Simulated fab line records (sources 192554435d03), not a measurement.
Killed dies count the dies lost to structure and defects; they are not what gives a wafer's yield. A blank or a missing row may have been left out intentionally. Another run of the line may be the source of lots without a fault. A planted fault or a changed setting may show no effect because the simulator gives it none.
A lot that was struck, set against a sound lot + flow n5_finfet + 16 steps out of a route of 1938
Sound: these wafers, L982.1, L982.4, L982.5. Struck: wafers L103.4, L103.5. (L103.2 of the same lot was not struck and is left out.) The cause comes at the end.
Each step with rows lists, per side, the tool, then ch with its chambers, then its first start. Under that, the readings that differ: sound wafers + struck wafers + difference of the means + sigmas: that difference in standard deviations of wafers without a fault.
alike: a reading whose means differ by less than 2 such deviations, as well as words and numbers matching on both sides. not compared: withheld readings; readings where some wafer has no value; bounds like >300 that might hide an equal value; numbers whose values overlap and for which the record gives no deviation.
Wherever a step has rows on one side only, a row that says differs or no value, or a row with sigmas, the two part there. Non-overlapping numbers with no deviation appear without sigmas and do not part them. A reading that every wafer of one side lacks parts them only if that side has two wafers or more.

N5_BEOL_M11_HM_DEP_02: deposits TiN, target thk 20 nm.
  sound on pvd_sputter-01 at day 10 10:32; struck on pvd_sputter-02 at day 16 02:30
  alike: throttle_valve_pct
then, 8 steps without rows for these wafers: N5_BEOL_M11_COAT_59 (time 60 s, resist thk 100 nm); N5_BEOL_M11_COAT_60 (time 60 s, resist thk 30 nm); N5_BEOL_M11_COAT_05 (resist thk 90 nm); N5_BEOL_M11_EBR_07; N5_BEOL_M11_SOFTBAKE_06 (time 60 s); N5_BEOL_M11_EXPOSE_08 (exposes mask M11); N5_BEOL_M11_PEB_09 (peb time 60 s); N5_BEOL_M11_DEVELOP_10 (develop time 30 s).
N5_BEOL_M11_CD_MEAS_11 targets a cd of 64.1 nm.
  sound on cd_sem-01 ch 0, day 10 11:01; struck on cd_sem-02 ch 0, day 16 03:00
  alike: cd_nm
N5_BEOL_M11_OVL_MEAS_12:
  sound on overlay-02 ch 0, day 10 11:04; struck on overlay-01 ch 0, day 16 03:02
| reading      | sound       | struck    | difference | sigmas |
|--------------|-------------|-----------|------------|--------|
| M11_OVL (nm) | 2.0 0.6 0.2 | -1.0 -1.2 | -2.0       | -2     |
N5_BEOL_M11_INSPECT_13: inspects for defects (brightfield).
  sound on defect_inspect-02 at day 10 11:05; struck on defect_inspect-02 at day 16 03:03
  alike: raw_defect_count
N5_BEOL_M11_DESCUM_16: chemistry O2, time 7.9 s.
  sound on rie_diel-06 ch 2,3, day 10 11:23; struck on rie_diel-01 ch 1,2, day 16 03:05
| reading                                       | sound          | struck    | difference | sigmas |
|-----------------------------------------------|----------------|-----------|------------|--------|
| model.CAR-ArF_of_BEOL_M11_COAT_05.thk_nm (nm) | 84.2 83.8 83.6 | 85.4 85.4 | +1.5       |        |
  alike: drypump_motor_current_A, oes_product_au, rf_vpp_V, showerhead_plenum_p_Torr, throttle_valve_pct
  not compared: rf_hours_counter_h
N5_BEOL_M11_ETCH_61: etches SiARC in CF4, target depth 39 nm, time 65 s.
  sound on rie_diel-06 ch 2,3, day 10 11:25; struck on rie_diel-01 ch 1,2, day 16 03:07
| reading                                       | sound          | struck    | difference | sigmas |
|-----------------------------------------------|----------------|-----------|------------|--------|
| model.CAR-ArF_of_BEOL_M11_COAT_05.thk_nm (nm) | 56.2 55.8 55.6 | 57.4 57.6 | +1.6       |        |
  alike: drypump_motor_current_A, etch_rf_on_time_s, oes_product_au, rf_vpp_V, showerhead_plenum_p_Torr, throttle_valve_pct
  not compared: rf_hours_counter_h
N5_BEOL_M11_ETCH_62: etches SOC in N2/H2, target depth 110 nm, overetch 22 nm, time 165 s.
  sound on rie_diel-06 ch 2,3, day 10 11:28; struck on rie_diel-01 ch 1,2, day 16 03:10
  alike: drypump_motor_current_A, h2_flow_sccm, n2_flow_sccm, oes_product_au, rf_vpp_V, showerhead_plenum_p_Torr, throttle_valve_pct
  not compared: rf_hours_counter_h
-- the record jumps here: 3 days lie between the struck wafers' starts before and after (it left off in module BEOL_M11 and takes up again in module PASSIVATION, whose first step shown is number 1936 of the route) --
N5_PASSIVATION_PROBE_49:
  only the struck wafers here have rows in the record (prober-02, day 18 15:43); the sound ones have none

== WHERE THEY PART ==
Earliest at N5_BEOL_M11_OVL_MEAS_12; latest, in this record, at N5_PASSIVATION_PROBE_49.

WHY: whatever the simulator had introduced
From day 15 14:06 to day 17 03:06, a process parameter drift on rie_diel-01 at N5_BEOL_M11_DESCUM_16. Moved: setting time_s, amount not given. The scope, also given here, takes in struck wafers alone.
